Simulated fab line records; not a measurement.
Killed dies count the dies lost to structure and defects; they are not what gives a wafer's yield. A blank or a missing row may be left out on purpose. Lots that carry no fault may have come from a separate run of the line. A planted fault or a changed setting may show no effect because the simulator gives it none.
A lot that was struck, set against a sound lot | flow n5Finfet | 14 out of 1938 route steps
Sound: wafers L967.1, L967.3, L967.6. Struck: wafer L985.1. The cause is given at the end.
Order at every step that has rows: each side's tool, ch and its chambers, its first start. Under that, the readings that differ: sound wafers | struck wafers | difference of the means | sigmas: that difference in standard deviations of wafers without a fault.
alike: readings with means less than 2 such deviations apart, plus words and numbers identical on both sides. not compared: withheld readings, readings lacking a value on some wafer, bounds such as >300 that could conceal the same value, and numbers that have no deviation in the record and whose values overlap.
Wherever a step has rows on one side only, a row that says differs or no value, or a row with sigmas, the two part there. Numbers that have no deviation but don't overlap get no sigmas and don't part them. A reading missing from all wafers of one side parts the sides only when that side holds two or more wafers.

first, 1 step without rows for these wafers: N5_BEOL_M1_DEVELOP_27 (develop time 30 s).
N5_BEOL_M1_CD_MEAS_28: target cd y 23.3 nm.
  sound on cdSem-03 ch 0, day 6 15:08; struck on cdSem-03 ch 0, day 11 01:53
  alike: cdNm
N5_BEOL_M1_OVL_MEAS_29:
  sound on overlay-01 ch 0, day 6 15:10; struck on overlay-01 ch 0, day 11 01:55
reading     | sound       | struck | difference | sigmas
V0_OVL (nm) | 0.7 1.7 1.0 | -0.3   | -1.4       | -2
N5_BEOL_M1_INSPECT_30: inspects for defects (brightfield).
  sound on defectInspect-01 at day 6 15:13; struck on defectInspect-02 at day 11 01:58
  alike: rawDefectCount
N5_BEOL_M1_DESCUM_33: chemistry O2, time 7 s.
  sound on rieDiel-03 ch 0,2,3, day 6 15:16; struck on rieDiel-02 ch 1, day 11 02:04
reading              | sound             | struck | difference | sigmas
throttleValvePct (%) | 20.35 20.77 20.72 | 20.16  | -0.45      | -3
  alike: biasPowerW, drypumpMotorCurrentA, o2FlowSccm, oesProductAu, rfVppV, showerheadPlenumPTorr
  not compared: rfHoursCounterH
N5_BEOL_M1_ETCH_77: etches underlayer in N2/H2, target depth 6.5 nm, time 5.2 s.
  sound on rieDiel-03 ch 0,2,3, day 6 15:17; struck on rieDiel-02 ch 1, day 11 02:06
reading              | sound             | struck | difference | sigmas
throttleValvePct (%) | 18.02 17.89 18.20 | 17.57  | -0.47      | -2
  alike: drypumpMotorCurrentA, etchRfOnTimeS, oesProductAu, rfVppV, showerheadPlenumPTorr
  not compared: rfHoursCounterH
N5_BEOL_M1_ETCH_69: etches SiARC in CF4, target depth 15.6 nm, time 26 s.
  sound on rieDiel-03 ch 0,2,3, day 6 15:19; struck on rieDiel-02 ch 1, day 11 02:07
  alike: cf4FlowSccm, drypumpMotorCurrentA, etchRfOnTimeS, oesProductAu, rfVppV, showerheadPlenumPTorr, throttleValvePct
  not compared: rfHoursCounterH
N5_BEOL_M1_ALD_98: deposits SiO2, target thk 2.5 nm, pulse time 1 s, co reactant pulse time 1 s.
  sound on aldSin-01 ch 0,1,3, day 6 15:23; struck on aldSin-01 ch 0, day 11 02:12
  alike: heaterPowerW, precursorPulseHeightRel
  not compared: sinceWetCleanH
N5_BEOL_M1_ETCHBACK_99: etches SiO2 in CHF3, target depth 5 nm, time 10.4 s.
  sound on rieDiel-06 ch 0,2, day 6 21:56; struck on rieDiel-03 ch 0, day 11 22:01
reading    | sound       | struck | difference | sigmas
rfVppV (V) | 235 232 232 | 247    | +14        | +2
  alike: drypumpMotorCurrentA, oesProductAu, showerheadPlenumPTorr, throttleValvePct
  not compared: rfHoursCounterH
then, 3 steps without rows for these wafers: N5_BEOL_M1_ETCH_70 (etches SOC in N2/H2, target depth 80 nm, overetch 16 nm, time 120 s); N5_BEOL_M1_STRIP_71 (strips in N2/H2); N5_BEOL_M1_STRIP_78 (strips in N2/H2).
N5_BEOL_M1_VIA_ETCH_34: etches the open film in C4F6/O2, target depth 67.8 nm, time 64.4 s.
  sound on rieDiel-06 ch 0,2, day 6 22:04; struck on rieDiel-03 ch 0, day 11 22:08
reading                                 | sound             | struck | difference | sigmas
oesProductAu (a.u.)                     | 0.97 0.80 0.79    | 0.67   | -0.18      | -3
rfVppV (V)                              | 649 645 644       | 683    | +37        | +2
model.etch.depthNm (nm)                 | 69.07 65.13 65.68 | 44.56  | -22.07     | 
model.SOC_of_BEOL_M1_COAT_67.thkNm (nm) | 52.2 52.4 52.4    | 55     | +3         | 
  alike: drypumpMotorCurrentA, showerheadPlenumPTorr, throttleValvePct
  not compared: rfHoursCounterH
then, 1 step without rows for these wafers: N5_BEOL_M1_STRIP_83 (strips in C4F6/O2).

## WHERE THEY PART
Last at N5_BEOL_M1_VIA_ETCH_34 as far as this record goes, first at N5_BEOL_M1_OVL_MEAS_29.

WHY: the cause the simulator had injected
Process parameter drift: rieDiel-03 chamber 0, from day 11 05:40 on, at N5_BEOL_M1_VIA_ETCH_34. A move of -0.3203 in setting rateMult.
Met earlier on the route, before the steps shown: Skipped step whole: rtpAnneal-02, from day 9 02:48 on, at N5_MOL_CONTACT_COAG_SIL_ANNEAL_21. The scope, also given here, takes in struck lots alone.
